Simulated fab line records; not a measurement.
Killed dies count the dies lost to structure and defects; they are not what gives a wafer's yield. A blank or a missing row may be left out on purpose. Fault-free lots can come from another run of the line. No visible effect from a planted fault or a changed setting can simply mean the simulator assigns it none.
fab line records ; flow n5-finfet
record: lots: 7; wafers: 21
route steps=1938 shown BEOL_M11@1578 BEOL_M12@1653 BEOL_M13@1705 BEOL_M15@1773 MIM_TOP@1835 PASSIVATION@1901
start-h: the number of hours between the record's first day and the start of the first shown wafer of the lot ; wait-h: how many hours have passed since the lot's step before this one ; " same as the row above ; L1.1+2: a single row standing in for several wafers ; - value missing, or start not given ; * or withheld: withheld ; < > ~ a bound
route shown NAME@n: names a module that has steps shown in the file, with the first one's number in the route ; usual: the fault-free wafers' mean and standard deviation ; same: alike in all rows ; chamber/n: place in a boat ; sites: readings site by site ; _std_site: the standard deviation of these ; _edge_site: mean of outer sites minus mean of inner sites ; radius-mm: how far each site lies from the wafer's centre ; mask NAME#n: copy n ; behind: the tool/chamber that last shaped the wafer ; hold: cause of the lot's hold/its duration in hours/its outcome ; device: transistor that didn't switch, given as n, p or np ; end of line: the same wafers' tests at the end of the route ; a step given without rows: its recipe and nothing more ; killed: dies that structure and defects cost at the first sort, which is not the same as the wafer's yield ; map: the dies of a wafer, with x for killed, . for not killed, _ for no die there
set.NAME: the setting as run; set.NAME@STEP: as run at that earlier step ; model.NAME: the simulator's own value behind a step, which no gauge read
lots run with intentionally changed settings; tables by step, rows by wafer
== steps ==
step: N5_BEOL_M11_TRENCH_ETCH_37
recipe: chemistry: C4F6/O2; target-depth-a: 1488.3; target: SiCOH_lowk; time-s: 48; ion-energy-ev: 250; pressure-mtorr: 30; source-w: 345; bias-w: 185; Ar_flow_sccm: 300; C4F6_flow_sccm: 10; O2_flow_sccm: 10
usual: rf-vpp-V: 661/18
lot.wafer;tool;chamber;start-h;wait-h;set.bias-w;rf-vpp-V
L074.1;rie-diel-02;1;-;-;185;677
L074.2;rie-diel-02;3;-;-;185;655
L074.5;rie-diel-02;1;-;-;185;675
L075.1;rie-diel-06;0;-;-;185;649
L075.4;rie-diel-06;2;-;-;185;642
L075.6;rie-diel-06;0;-;-;185;650
L079.1;rie-diel-03;0;-;-;185;682
L079.4;rie-diel-03;3;-;-;185;665
L079.5;rie-diel-03;1;-;-;185;672
L081.1;rie-diel-03;1;-;-;195.4;702
L081.3;rie-diel-03;2;-;-;185;666
L081.5;rie-diel-03;0;-;-;185;683
L085.1;rie-diel-02;3;-;-;185;654
L085.4;rie-diel-02;0;-;-;185;645
L085.6;rie-diel-02;2;-;-;185;642
L086.1;rie-diel-02;0;-;-;176.3;619
L086.4;rie-diel-02;0;-;-;176.3;621
L086.6;rie-diel-02;1;-;-;185;676
L092.1;rie-diel-02;2;-;-;208.1;705
L092.3;rie-diel-02;0;-;-;208.1;706
L092.5;rie-diel-02;0;-;-;185;646
step: N5_BEOL_M12_CMP_49
recipe: stop-on: SiOC; t-overpolish-s: 20.6; down-force-psi: 1; platen-rpm: 50; clearing-platen-down-force-psi: 1.5; clearing-platen-rpm: 50; post-cmp-clean: cu-alkaline; target-thk-nm: 320; clearing-platen-pad-velocity-m-s: 0.99484; pad-velocity-m-s: 0.99484
usual: barrier-field-endpoint-s: 30.5/0.91
lot.wafer;tool;chamber;start-h;wait-h;set.down-force-psi;barrier-field-endpoint-s
L074.1;cmp-03;3;268.27;0.3;1;31.4
L074.2;cmp-03;1;268.27;0.3;1;31.1
L074.5;cmp-03;3;268.27;0.3;1;31.7
L075.1;cmp-04;0;285.88;0.5;0.8295;36.2
L075.4;cmp-04;3;285.88;0.5;0.8295;37.0
L075.6;cmp-04;1;285.88;0.5;1;30.9
L079.4;cmp-01;2;307.65;0.2;1.19;25.3
L079.1;cmp-01;3;307.65;0.2;1.19;26.8
L079.5;cmp-01;2;307.65;0.2;1;30.6
L081.1;cmp-04;0;340.12;0.3;1.208;25.7
L081.3;cmp-04;1;340.12;0.3;1;30.6
L081.5;cmp-04;3;340.12;0.3;1;32.8
L085.4;cmp-01;3;346.60;0.2;1;30.9
L085.1;cmp-01;0;346.60;0.2;1;29.0
L085.6;cmp-01;3;346.60;0.2;1;30.2
L086.1;cmp-01;1;372.27;0.3;1;28.5
L086.4;cmp-01;0;372.27;0.3;1;29.9
L086.6;cmp-01;1;372.27;0.3;1;29.1
L092.1;cmp-04;2;397.07;0.3;1;30.2
L092.3;cmp-04;0;397.07;0.3;0.8828;35.1
L092.5;cmp-04;1;397.07;0.3;1;30.9
step: N5_BEOL_M13_SPUTTER_43
recipe: material: TaN; target-thk-a: 150; temp-c: 50; bias-v: 168.6; power-w: 15000; chamber-pressure-pa: 0.12; time-s: 24.19
lot.wafer;tool;chamber;start-h;wait-h;set.time-s;model.TaN_of_BEOL_M13_SPUTTER_43.thk-nm
L074.1;pvd-sputter-02;-;272.34;0.0;24.19;15
L074.2;pvd-sputter-02;-;272.34;0.0;24.19;14.8
L074.5;pvd-sputter-02;-;272.34;0.0;21.42;13.2
L075.1+6;pvd-sputter-01;-;289.37;0.0;24.19;15
L075.4;pvd-sputter-01;-;289.37;0.0;21.85;13.2
L079.1;pvd-sputter-03;-;318.85;0.0;24.19;15.2
L079.4;pvd-sputter-03;-;318.85;0.0;24.19;15.6
L079.5;pvd-sputter-03;-;318.85;0.0;26.82;17.2
L081.1+3;pvd-sputter-02;-;348.82;0.0;24.19;15.2
L081.5;pvd-sputter-02;-;348.82;0.0;24.19;14.8
L085.1+4;pvd-sputter-01;-;352.04;0.0;24.19;15.2
L085.6;pvd-sputter-01;-;352.04;0.0;24.19;14.8
L086.1;pvd-sputter-03;-;377.68;0.0;20.73;13
L086.4;pvd-sputter-03;-;377.68;0.0;24.19;15.4
L086.6;pvd-sputter-03;-;377.68;0.0;20.73;12.8
L092.1;pvd-sputter-02;-;406.96;0.0;24.19;15
L092.3;pvd-sputter-02;-;406.96;0.0;24.19;14.8
L092.5;pvd-sputter-02;-;406.96;0.0;27.58;17.2
step: N5_BEOL_M13_SPUTTER_44
recipe: material: Ta; target-thk-a: 100; temp-c: 50; bias-v: 80; power-w: 15000; chamber-pressure-pa: 0.07; time-s: 16.13
step: N5_BEOL_M13_SPUTTER_45
recipe: material: Cu; target-thk-a: 800; temp-c: -20; bias-v: 60; power-w: 26000; chamber-pressure-pa: 0.13; time-s: 13.33
step: N5_BEOL_M13_ECD_47
recipe: material: Cu; target-thk-a: 9360
step: N5_BEOL_M13_ANNEAL_48
recipe: temp-c: 225; time-s: 90; ambient: N2
step: N5_BEOL_M13_CMP_49
recipe: stop-on: SiOC; t-overpolish-s: 17.1; down-force-psi: 1; platen-rpm: 50; clearing-platen-down-force-psi: 1.5; clearing-platen-rpm: 50; post-cmp-clean: cu-alkaline; target-thk-nm: 420; clearing-platen-pad-velocity-m-s: 0.99484; pad-velocity-m-s: 0.99484
usual: barrier-field-endpoint-s: 30.4/0.89
lot.wafer;tool;chamber;start-h;wait-h;set.time-s@BEOL_M13_SPUTTER_43;barrier-field-endpoint-s
L074.1;cmp-04;2;273.07;0.3;24.19;31.3
L074.2;cmp-04;1;273.07;0.3;24.19;31.5
L074.5;cmp-04;2;273.07;0.3;21.42;28.9
L075.1;cmp-01;2;290.14;0.3;24.19;30.5
L075.4;cmp-01;3;290.14;0.3;21.85;28.9
L075.6;cmp-01;1;290.14;0.3;24.19;29.1
L079.4;cmp-02;2;319.84;0.1;24.19;30.7
L079.1;cmp-02;1;319.84;0.1;24.19;30.5
L079.5;cmp-02;2;319.84;0.1;26.82;32.1
L081.1;cmp-02;1;349.55;0.3;24.19;30.5
L081.3;cmp-02;0;349.55;0.3;24.19;29.5
L081.5;cmp-02;1;349.55;0.3;24.19;29.4
L085.1;cmp-01;1;352.99;0.4;24.19;29.7
L085.4;cmp-01;3;352.99;0.4;24.19;31.4
L085.6;cmp-01;1;352.99;0.4;24.19;29.9
L086.1;cmp-04;0;378.47;0.3;20.73;28.5
L086.4;cmp-04;3;378.47;0.3;24.19;31.6
L086.6;cmp-04;1;378.47;0.3;20.73;28.7
L092.1;cmp-04;2;407.85;0.3;24.19;30.5
L092.3;cmp-04;3;407.85;0.3;24.19;30.4
L092.5;cmp-04;2;407.85;0.3;27.58;32.5
step: N5_BEOL_M15_ILD_DEP_00
recipe: material: SiO2; target-thk-a: 16293; temp-c: 400; precursor: TEOS/O2; pressure-torr: 6.5; rf-w: 900; teos-flow-sccm: 161.4; gas: O2; flow-sccm: 2650; time-s: 346.1
lot.wafer;tool;chamber;start-h;wait-h;set.time-s;model.SiO2_of_BEOL_M15_ILD_DEP_00.thk-nm
L074.1;pecvd-04;2;278.36;0.0;346.1;1604
L074.2;pecvd-04;1;278.36;0.0;346.1;1615
L074.5;pecvd-04;0;278.36;0.0;346.1;1650
L075.1;pecvd-04;2;298.26;0.1;368.7;1739
L075.4;pecvd-04;0;298.26;0.1;368.7;1753
L075.6;pecvd-04;2;298.26;0.1;346.1;1657
L079.1;pecvd-02;0;325.78;0.0;383.9;1777
L079.4;pecvd-02;1;325.78;0.0;383.9;1803
L079.5;pecvd-02;2;325.78;0.0;346.1;1645
L081.1;pecvd-02;2;357.10;0.0;346.1;1600
L081.3;pecvd-02;1;357.10;0.0;346.1;1580
L081.5;pecvd-02;2;357.10;0.0;346.1;1605
L085.1;pecvd-02;2;360.62;0.0;346.1;1585
L085.4;pecvd-02;1;360.62;0.0;346.1;1617
L085.6;pecvd-02;0;360.62;0.0;346.1;1604
L086.1;pecvd-02;0;386.09;0.0;346.1;1613
L086.4;pecvd-02;1;386.09;0.0;346.1;1660
L086.6;pecvd-02;0;386.09;0.0;346.1;1645
L092.1;pecvd-02;0;416.38;0.0;346.1;1587
L092.3;pecvd-02;2;416.38;0.0;346.1;1620
L092.5;pecvd-02;0;416.38;0.0;346.1;1606
step: N5_BEOL_M15_THK_MEAS_01
recipe: reads: SiO2_of_BEOL_M15_ILD_DEP_00
usual: M15_ILD_THK: 1620/24
lot.wafer;tool;chamber;start-h;wait-h;set.time-s@BEOL_M15_ILD_DEP_00;M15_ILD_THK[nm]
L074.1;film-metro-02;-;278.61;0.1;346.1;1604
L074.2;film-metro-02;-;278.61;0.1;346.1;1614
L074.5;film-metro-02;-;278.61;0.1;346.1;1651
L075.1;film-metro-02;-;298.51;0.1;368.7;1738
L075.4;film-metro-02;-;298.51;0.1;368.7;1753
L075.6;film-metro-02;-;298.51;0.1;346.1;1659
L079.1;film-metro-01;-;326.03;0.1;383.9;1776
L079.4;film-metro-01;-;326.03;0.1;383.9;1803
L079.5;film-metro-01;-;326.03;0.1;346.1;1645
L081.1;film-metro-02;-;357.35;0.1;346.1;1600
L081.3;film-metro-02;-;357.35;0.1;346.1;1580
L081.5;film-metro-02;-;357.35;0.1;346.1;1605
L085.1;film-metro-02;-;360.87;0.1;346.1;1584
L085.4;film-metro-02;-;360.87;0.1;346.1;1618
L085.6;film-metro-02;-;360.87;0.1;346.1;1604
L086.1;film-metro-01;-;386.34;0.1;346.1;1614
L086.4;film-metro-01;-;386.34;0.1;346.1;1661
L086.6;film-metro-01;-;386.34;0.1;346.1;1646
L092.1;film-metro-02;-;416.63;0.1;346.1;1586
L092.3;film-metro-02;-;416.63;0.1;346.1;1620
L092.5;film-metro-02;-;416.63;0.1;346.1;1605
step: N5_BEOL_M15_EXPOSE_07
recipe: mask-id: V14; na: 0.8; source-shape: annular; sigma-inner: 0.5; sigma-outer: 0.8; polarization: unpolarized; attpsm-phase-deg: 180; dose-mj: 41.25
lot.wafer;tool;chamber;start-h;wait-h;mask;set.dose-mj
L074.1+2;krf-scanner-01;0;278.75;-;V14#0;38.37
L074.5;krf-scanner-01;0;278.75;-;V14#0;41.25
L075.1+6;krf-scanner-01;0;298.76;-;V14#0;42.16
L075.4;krf-scanner-01;0;298.76;-;V14#0;41.25
L079.1+5;krf-scanner-02;0;326.28;-;V14#0;39.84
L079.4;krf-scanner-02;0;326.28;-;V14#0;41.25
L081.1+3;krf-scanner-01;0;357.48;-;V14#0;39.3
L081.5;krf-scanner-01;0;357.48;-;V14#0;41.25
L085.1+4+6;krf-scanner-01;0;361.00;-;V14#0;41.25
L086.1+4+6;krf-scanner-01;0;386.59;-;V14#0;41.25
L092.1;krf-scanner-02;0;416.76;-;V14#0;41.25
L092.3+5;krf-scanner-02;0;416.76;-;V14#0;40.36
step: N5_BEOL_M15_PEB_08
recipe: peb-temp-c: 130; peb-time-s: 90
step: N5_BEOL_M15_DEVELOP_09
recipe: develop-time-s: 45; rinse-liquid: diw; dry: air-spin; dev-temp-c: 21
step: N5_BEOL_M15_HARDBAKE_14
recipe: temp-c: 130; time-s: 120
step: N5_BEOL_M15_CD_MEAS_10
recipe: target-cd-nm: 360; landing-energy-ev: 500; detector: se-inlens; polarity: opening
usual: cd-nm: 359.9/2.4
lot.wafer;tool;chamber;start-h;wait-h;set.dose-mj@BEOL_M15_EXPOSE_07;cd-nm
L074.1;cd-sem-02;0;278.92;-;38.37;349.8
L074.2;cd-sem-02;0;278.92;-;38.37;349.4
L074.5;cd-sem-02;0;278.92;-;41.25;360.1
L075.1;cd-sem-02;0;298.93;-;42.16;363.0
L075.4;cd-sem-02;0;298.93;-;41.25;358.4
L075.6;cd-sem-02;0;298.93;-;42.16;362.0
L079.1;cd-sem-03;0;326.46;-;39.84;354.5
L079.4;cd-sem-03;0;326.46;-;41.25;357.6
L079.5;cd-sem-03;0;326.46;-;39.84;349.8
L081.1;cd-sem-03;0;357.65;-;39.3;350.1
L081.3;cd-sem-03;0;357.65;-;39.3;350.9
L081.5;cd-sem-03;0;357.65;-;41.25;359.3
L085.1;cd-sem-03;0;361.17;-;41.25;361.8
L085.4;cd-sem-03;0;361.17;-;41.25;364.8
L085.6;cd-sem-03;0;361.17;-;41.25;361.3
L086.1;cd-sem-03;0;386.76;-;41.25;359.8
L086.4;cd-sem-03;0;386.76;-;41.25;358.4
L086.6;cd-sem-03;0;386.76;-;41.25;359.0
L092.1;cd-sem-03;0;416.93;-;41.25;358.6
L092.3;cd-sem-03;0;416.93;-;40.36;354.6
L092.5;cd-sem-03;0;416.93;-;40.36;356.2
step: N5_BEOL_M15_DESCUM_15
recipe: chemistry: O2; time-s: 7.9; source-power-w: 50; bias-power-w: 20; pressure-mtorr: 20; rf-frequency-hz: 2.712e+07; temp-c: 40; o2-flow-sccm: 225
step: N5_BEOL_M15_ETCH_59
recipe: chemistry: N2/H2; target: BARC; target-depth-a: 890; overetch-a: 267; time-s: 67.9; ion-energy-ev: 200; pressure-mtorr: 30; source-w: 840; bias-w: 150; n2-flow-sccm: 200; h2-flow-sccm: 200
step: N5_BEOL_M15_VIA_ETCH_16
recipe: chemistry: C4F8/O2/Ar; target: SiO2; he-inner-torr: 15; he-outer-torr: 30; target-depth-a: 17922; time-s: withheld; ion-energy-ev: 800; pressure-mtorr: 20; source-w: 1905; bias-w: 2040; Ar_flow_sccm: 400; C4F8_flow_sccm: 16; O2_flow_sccm: 12; ends: cleared
lot.wafer;tool;chamber;start-h;wait-h;set.time-s@BEOL_M15_ILD_DEP_00;model.etch.depth-nm
L074.1;rie-diel-02;0;279.09;0.0;*;1604
L074.2;rie-diel-02;1;279.09;0.0;*;1615
L074.5;rie-diel-02;1;279.09;0.0;*;1650
L075.1;rie-diel-03;1;299.46;0.0;*;1739
L075.4;rie-diel-03;1;299.46;0.0;*;1753
L075.6;rie-diel-03;3;299.46;0.0;*;1657
L079.1;rie-diel-02;0;326.83;0.0;*;1777
L079.4;rie-diel-02;3;326.83;0.0;*;1803
L079.5;rie-diel-02;0;326.83;0.0;*;1645
L081.1;rie-diel-03;3;357.83;0.0;*;1600
L081.3;rie-diel-03;2;357.83;0.0;*;1580
L081.5;rie-diel-03;1;357.83;0.0;*;1605
L085.1;rie-diel-03;0;361.35;0.0;*;1585
L085.4;rie-diel-03;3;361.35;0.0;*;1617
L085.6;rie-diel-03;2;361.35;0.0;*;1604
L086.1;rie-diel-06;2;386.99;0.0;*;1613
L086.4;rie-diel-06;0;386.99;0.0;*;1660
L086.6;rie-diel-06;2;386.99;0.0;*;1645
L092.1;rie-diel-03;2;417.10;0.0;*;1587
L092.3;rie-diel-03;3;417.10;0.0;*;1620
L092.5;rie-diel-03;3;417.10;0.0;*;1606
step: N5_BEOL_M15_STRIP_63
recipe: chemistry: O2; power-w: 600; temp-c: 60; pressure-mtorr: 30; rf-frequency-hz: 6e+07; bias-power-w: 0; overash-fraction: 0.3; o2-flow-sccm: 225
step: N5_BEOL_M15_STRIP_64
recipe: chemistry: O2; power-w: 600; temp-c: 60; pressure-mtorr: 30; rf-frequency-hz: 6e+07; bias-power-w: 0; overash-fraction: 0.3; o2-flow-sccm: 225
step: N5_BEOL_M15_STRIP_65
recipe: chemistry: post-etch-residue-remover; time-s: 60; temp-c: 25; remover-ph: withheld; remover-water-wt-pct: withheld; remover-fluoride-wt-pct: withheld
step: N5_BEOL_M15_SRD_66
recipe: time-s: 30; temp-c: 23; rinse-liquid: diw; dry: n2-spin; spin-rpm: 1500; dry-time-s: 30
step: N5_BEOL_M15_CD_MEAS_17
recipe: target-cd-nm: 360; polarity: opening
usual: cd-nm: 361/3
lot.wafer;tool;chamber;start-h;wait-h;set.dose-mj@BEOL_M15_EXPOSE_07;cd-nm
L074.1;cd-sem-01;-;279.50;0.0;38.37;350
L074.2;cd-sem-01;-;279.50;0.0;38.37;351
L074.5;cd-sem-01;-;279.50;0.0;41.25;364
L075.1;cd-sem-03;-;299.87;0.0;42.16;367
L075.4;cd-sem-03;-;299.87;0.0;41.25;363
L075.6;cd-sem-03;-;299.87;0.0;42.16;362
L079.1;cd-sem-02;-;327.25;0.0;39.84;359
L079.4;cd-sem-02;-;327.25;0.0;41.25;363
L079.5;cd-sem-02;-;327.25;0.0;39.84;351
L081.1;cd-sem-03;-;358.27;0.0;39.3;352
L081.3;cd-sem-03;-;358.27;0.0;39.3;352
L081.5;cd-sem-03;-;358.27;0.0;41.25;362
L085.1;cd-sem-03;-;361.76;0.0;41.25;361
L085.4;cd-sem-03;-;361.76;0.0;41.25;366
L085.6;cd-sem-03;-;361.76;0.0;41.25;362
L086.1;cd-sem-01;-;387.40;0.0;41.25;362
L086.4;cd-sem-01;-;387.40;0.0;41.25;361
L086.6;cd-sem-01;-;387.40;0.0;41.25;361
L092.1;cd-sem-03;-;417.52;0.0;41.25;360
L092.3;cd-sem-03;-;417.52;0.0;40.36;357
L092.5;cd-sem-03;-;417.52;0.0;40.36;357
step: N5_BEOL_M15_CMP_49
recipe: stop-on: SiO2; t-overpolish-s: 4.9; down-force-psi: 2; platen-rpm: 80; clearing-platen-down-force-psi: 2; clearing-platen-rpm: 80; post-cmp-clean: cu-alkaline; target-thk-nm: 850; clearing-platen-pad-velocity-m-s: 1.5917; pad-velocity-m-s: 1.5917
lot.wafer;tool;chamber;start-h;wait-h;set.down-force-psi;set.time-s@BEOL_M15_ILD_DEP_00;model.SiO2_of_BEOL_M15_ILD_DEP_00.thk-nm
L074.2;cmp-04;3;286.45;0.2;2;346.1;1536
L074.1;cmp-04;1;286.45;0.2;2;346.1;1527
L074.5;cmp-04;3;286.45;0.2;2;346.1;1571
L075.4;cmp-04;1;305.13;0.1;1.735;368.7;1679
L075.1;cmp-04;0;305.13;0.1;1.735;368.7;1663
L075.6;cmp-04;1;305.13;0.1;1.735;346.1;1581
L079.1;cmp-04;0;330.55;0.3;2.449;383.9;1695
L079.4;cmp-04;2;330.55;0.3;2;383.9;1724
L079.5;cmp-04;0;330.55;0.3;2.449;346.1;1563
L081.3;cmp-04;3;363.30;0.2;2;346.1;1498
L081.1;cmp-04;0;363.30;0.2;1.7;346.1;1526
L081.5;cmp-04;0;363.30;0.2;1.7;346.1;1531
L085.1;cmp-02;2;366.26;0.3;2;346.1;1503
L085.4;cmp-02;0;366.26;0.3;2;346.1;1535
L085.6;cmp-02;2;366.26;0.3;2;346.1;1520
L086.4;cmp-03;3;402.56;0.2;2;346.1;1579
L086.1;cmp-03;1;402.56;0.2;1.641;346.1;1533
L086.6;cmp-03;2;402.56;0.2;2;346.1;1569
L092.1;cmp-04;1;423.55;0.4;2;346.1;1506
L092.3;cmp-04;3;423.55;0.4;2;346.1;1541
L092.5;cmp-04;2;423.55;0.4;2;346.1;1526
step: N5_MIM_TOP_ALD_01
recipe: material: HfO2; target-thk-a: 56; temp-c: withheld; ald-precursor-family: Hf-amide; ald-co-reactant: O3; pulse-time-s: 1; purge-time-s: 3; co-reactant-purge-time-s: 2; co-reactant-pulse-time-s: 3; ald-cycles: 62
lot.wafer;tool;chamber;start-h;wait-h;set.ald-cycles;model.HfO2_of_MIM_TOP_ALD_01.thk-nm
L074.1+2+5;ald-hk-03;1,0,3;-;-;62;5.6
L075.1;ald-hk-01;2;-;-;58;5.2
L075.4+6;ald-hk-01;3,2;-;-;62;5.6
L079.1;ald-hk-02;1;-;-;62;5.6
L079.4+5;ald-hk-02;3,2;-;-;57;5.2
L081.1+5;ald-hk-03;1,0;-;-;72;6.6
L081.3;ald-hk-03;3;-;-;72;6.4
L085.1+4+6;ald-hk-01;0,1,3;-;-;62;5.6
L086.1+4+6;ald-hk-02;3,1,2;-;-;70;6.4
L092.1+3+5;ald-hk-02;0,1,1;-;-;62;5.6
step: N5_PASSIVATION_EXPOSE_27
recipe: mask-id: PAD; na: 0.55; source-shape: conventional; sigma-outer: 0.8; polarization: unpolarized; defocus-nm: 0; dose-mj: 32.3
lot.wafer;tool;chamber;start-h;wait-h;mask;set.dose-mj
L074.1+2+5;krf-scanner-02;0;295.98;-;PAD#0;32.3
L075.1;krf-scanner-02;0;313.75;-;PAD#0;34.26
L075.4+6;krf-scanner-02;0;313.75;-;PAD#0;32.3
L079.1+4;krf-scanner-01;0;338.83;-;PAD#0;30.57
L079.5;krf-scanner-01;0;338.83;-;PAD#0;32.3
L081.1+3;krf-scanner-02;0;372.87;-;PAD#0;30.25
L081.5;krf-scanner-02;0;372.87;-;PAD#0;32.3
L085.1+4+6;krf-scanner-02;0;383.33;-;PAD#0;32.3
L086.1;krf-scanner-02;0;414.42;-;PAD#0;30.45
L086.4+6;krf-scanner-02;0;414.42;-;PAD#0;32.3
L092.1+3+5;krf-scanner-01;0;433.97;-;PAD#0;32.3
step: N5_PASSIVATION_PEB_28
recipe: peb-temp-c: withheld; peb-time-s: *
step: N5_PASSIVATION_DEVELOP_29
recipe: develop-time-s: 60; rinse-liquid: diw; dry: air-spin; dev-temp-c: 21
step: N5_PASSIVATION_HARDBAKE_31
recipe: temp-c: 130; time-s: 120
step: N5_PASSIVATION_CD_MEAS_30
recipe: target-cd-nm: 4000; landing-energy-ev: 500; detector: se-inlens; polarity: opening
usual: cd-nm: 3999.2/2.7
lot.wafer;tool;chamber;start-h;wait-h;set.dose-mj@PASSIVATION_EXPOSE_27;cd-nm
L074.1;cd-sem-03;0;296.15;-;32.3;4005.8
L074.2;cd-sem-03;0;296.15;-;32.3;4002.6
L074.5;cd-sem-03;0;296.15;-;32.3;4001.0
L075.1;cd-sem-02;0;313.92;-;34.26;4015.8
L075.4;cd-sem-02;0;313.92;-;32.3;4002.0
L075.6;cd-sem-02;0;313.92;-;32.3;4004.6
L079.1;cd-sem-02;0;339.01;-;30.57;3987.0
L079.4;cd-sem-02;0;339.01;-;30.57;3986.0
L079.5;cd-sem-02;0;339.01;-;32.3;3996.0
L081.1;cd-sem-02;0;373.04;-;30.25;3988.2
L081.3;cd-sem-02;0;373.04;-;30.25;3987.0
L081.5;cd-sem-02;0;373.04;-;32.3;3998.8
L085.1;cd-sem-03;0;383.50;-;32.3;3999.1
L085.4;cd-sem-03;0;383.50;-;32.3;3998.1
L085.6;cd-sem-03;0;383.50;-;32.3;3994.3
L086.1;cd-sem-01;0;414.60;-;30.45;3987.6
L086.4;cd-sem-01;0;414.60;-;32.3;4001.8
L086.6;cd-sem-01;0;414.60;-;32.3;4000.9
L092.1;cd-sem-03;0;434.15;-;32.3;4001.1
L092.3;cd-sem-03;0;434.15;-;32.3;4004.1
L092.5;cd-sem-03;0;434.15;-;32.3;3998.4
== key ==
split: step: N5_BEOL_M11_TRENCH_ETCH_37; setting: bias-w; stated: 185; by: wafer
response: step: N5_BEOL_M11_TRENCH_ETCH_37; reading: rf-vpp-V; change: +5.57; per: 1%; r: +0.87
split: step: N5_BEOL_M12_CMP_49; setting: down-force-psi; stated: 1; by: wafer
response: step: N5_BEOL_M12_CMP_49; reading: barrier-field-endpoint-s; change: -0.296; per: 1%; r: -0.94
split: step: N5_BEOL_M13_SPUTTER_43; setting: time-s; stated: 24.19; by: wafer
response: step: N5_BEOL_M13_SPUTTER_43; reading: model.TaN_of_BEOL_M13_SPUTTER_43.thk-nm; change: +0.167; per: 1%; r: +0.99
response: step: N5_BEOL_M13_CMP_49; reading: barrier-field-endpoint-s; change: +0.167; per: 1%; r: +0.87
split: step: N5_BEOL_M15_ILD_DEP_00; setting: time-s; stated: 346.1; by: wafer
response: step: N5_BEOL_M15_ILD_DEP_00; reading: model.SiO2_of_BEOL_M15_ILD_DEP_00.thk-nm; change: +13.3; per: 1%; r: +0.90
response: step: N5_BEOL_M15_THK_MEAS_01; reading: M15_ILD_THK; change: +13.3; per: 1%; r: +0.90
response: step: N5_BEOL_M15_VIA_ETCH_16; reading: model.etch.depth-nm; change: +13.3; per: 1%; r: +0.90
response: step: N5_BEOL_M15_CMP_49; reading: model.SiO2_of_BEOL_M15_ILD_DEP_00.thk-nm; change: +13.5; per: 1%; r: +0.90
split: step: N5_BEOL_M15_EXPOSE_07; setting: dose-mj; stated: 41.25; by: wafer
response: step: N5_BEOL_M15_CD_MEAS_10; reading: cd-nm; change: +1.62; per: 1%; r: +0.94
response: step: N5_BEOL_M15_CD_MEAS_17; reading: cd-nm; change: +1.85; per: 1%; r: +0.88
split: step: N5_BEOL_M15_CMP_49; setting: down-force-psi; stated: 2; by: wafer
response none clear
split: step: N5_MIM_TOP_ALD_01; setting: ald-cycles; stated: 62; by: wafer
response: step: N5_MIM_TOP_ALD_01; reading: model.HfO2_of_MIM_TOP_ALD_01.thk-nm; change: +0.0544; per: 1%; r: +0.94
split: step: N5_PASSIVATION_EXPOSE_27; setting: dose-mj; stated: 32.3; by: wafer
response: step: N5_PASSIVATION_CD_MEAS_30; reading: cd-nm; change: +2; per: 1%; r: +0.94
